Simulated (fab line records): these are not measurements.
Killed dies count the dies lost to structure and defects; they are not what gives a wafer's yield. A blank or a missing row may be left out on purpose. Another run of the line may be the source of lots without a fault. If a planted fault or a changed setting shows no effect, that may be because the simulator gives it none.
Matching of chambers / flow n5 finfet / cvd co-01 running N5_BEOL_M3_CO_CAP_55: 3 sister chambers
The step material Co, precursor CCTBA/H2, target thk 2 nm, time 102.1 s. 6 wafers are shown with their chamber, then 12 later ones without.

== EACH WAFER AND ITS CHAMBER ==
wafer=L081.6; chamber=0; heater power w (W)=217; susceptor temp C (C)=200.05
wafer=L082.1; chamber=0; heater power w (W)=212; susceptor temp C (C)=199.86
wafer=L082.5; chamber=1; heater power w (W)=264; susceptor temp C (C)=200.13
wafer=L089.1; chamber=1; heater power w (W)=272; susceptor temp C (C)=199.88
wafer=L089.2; chamber=2; heater power w (W)=228; susceptor temp C (C)=200.19
wafer=L089.5; chamber=2; heater power w (W)=225; susceptor temp C (C)=200.18

== WAFERS WITHOUT THEIR CHAMBER ==
wafer=L090.1; heater power w (W)=268; susceptor temp C (C)=200.24
wafer=L090.3; heater power w (W)=219; susceptor temp C (C)=200.14
wafer=L090.4; heater power w (W)=266; susceptor temp C (C)=200.09
wafer=L095.2; heater power w (W)=214; susceptor temp C (C)=200.13
wafer=L095.3; heater power w (W)=220; susceptor temp C (C)=200.11
wafer=L095.4; heater power w (W)=222; susceptor temp C (C)=200.17
wafer=L096.2; heater power w (W)=227; susceptor temp C (C)=199.74
wafer=L096.3; heater power w (W)=215; susceptor temp C (C)=199.89
wafer=L096.6; heater power w (W)=224; susceptor temp C (C)=200.04
wafer=L097.1; heater power w (W)=272; susceptor temp C (C)=200.18
wafer=L097.5; heater power w (W)=268; susceptor temp C (C)=200.17
wafer=L097.6; heater power w (W)=218; susceptor temp C (C)=199.86

== CHAMBER TAKEN BY EACH ==
wafer=L090.1; from the rows above=1; in truth=1
wafer=L090.3; from the rows above=can't be placed: 0 or 2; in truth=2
wafer=L090.4; from the rows above=1; in truth=1
wafer=L095.2; from the rows above=can't be placed: 0 or 2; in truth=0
wafer=L095.3; from the rows above=can't be placed: 2 or 0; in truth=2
wafer=L095.4; from the rows above=can't be placed: 2 or 0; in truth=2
wafer=L096.2; from the rows above=can't be placed: 2 or 0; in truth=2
wafer=L096.3; from the rows above=0; in truth=0
wafer=L096.6; from the rows above=can't be placed: 2 or 0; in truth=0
wafer=L097.1; from the rows above=1; in truth=1
wafer=L097.5; from the rows above=1; in truth=1
wafer=L097.6; from the rows above=0; in truth=0
Correctly placed: 6 of 12. From these rows, 6 cannot be placed; in 6 the true chamber is one of the candidates. 0 placed wrongly.
How it was worked out, from the rows above alone: a wafer's distance from a chamber is the root of the sum, over the readings, of the square of ((its reading less the chamber's mean) divided by the reading's scatter). The wafer belongs to the nearest chamber; if the next one is less than 2 further off, it can't be placed. The mean given for a chamber averages the wafers shown for that chamber. How the scatter is found: for the shown wafers, subtract from each reading the mean of its chamber, square and add these, divide the total by (wafers less chambers), then take the root.
